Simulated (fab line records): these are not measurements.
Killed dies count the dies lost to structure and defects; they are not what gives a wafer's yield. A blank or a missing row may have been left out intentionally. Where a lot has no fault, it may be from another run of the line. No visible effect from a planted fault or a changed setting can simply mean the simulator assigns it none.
Chamber matching    flow nandHarc    NHARC_A_CONTACT_ETCH_92 on rieDiel-08: 4 sister chambers
The step etches the open film in CH3F/O2, target depth 40 nm, time 85.7 s. 8 wafers are shown with their chamber, then 7 later ones without.

## EACH WAFER AND ITS CHAMBER
wafer   chamber  showerheadPlenumPTorr (Torr)  rfFwdPowerW (W)
L078.2  0        2.63                          500.0
L085.1  2        2.45                          494.3
L085.5  1        2.37                          494.9
L084.1  1        2.37                          496.7
L084.3  0        2.62                          497.6
L084.6  3        2.60                          498.3
L088.1  2        2.45                          495.5
L088.4  3        2.59                          498.5

## WAFERS WITHOUT THEIR CHAMBER
wafer   showerheadPlenumPTorr (Torr)  rfFwdPowerW (W)
L088.5  2.37                          496.3
L096.1  2.61                          498.7
L096.4  2.44                          494.9
L096.6  2.44                          495.9
L097.1  2.44                          496.2
L097.2  2.59                          499.3
L097.5  2.61                          498.7

## WHICH CHAMBER EACH WENT THROUGH
wafer   from the rows above      in truth
L088.5  1                        1
L096.1  can't be placed: 0 or 3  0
L096.4  2                        2
L096.6  2                        2
L097.1  2                        2
L097.2  3                        3
L097.5  can't be placed: 0 or 3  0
Placed correctly: 5 of 7. Not placeable from these rows: 2 (in 2, the candidates include the true chamber). Number placed wrongly: 0.
How it was worked out, from the rows above alone: a wafer's distance from a chamber is the root of the sum, over the readings, of the square of ((its reading less the chamber's mean) divided by the reading's scatter). If the next closest chamber is less than 2 further off than the closest, the wafer can't be placed; otherwise it belongs to the closest. A chamber's mean is the mean of its shown wafers. The scatter: the root of (the sum of the squares of (reading less its chamber's mean) over the shown wafers, divided by (wafers less chambers)).
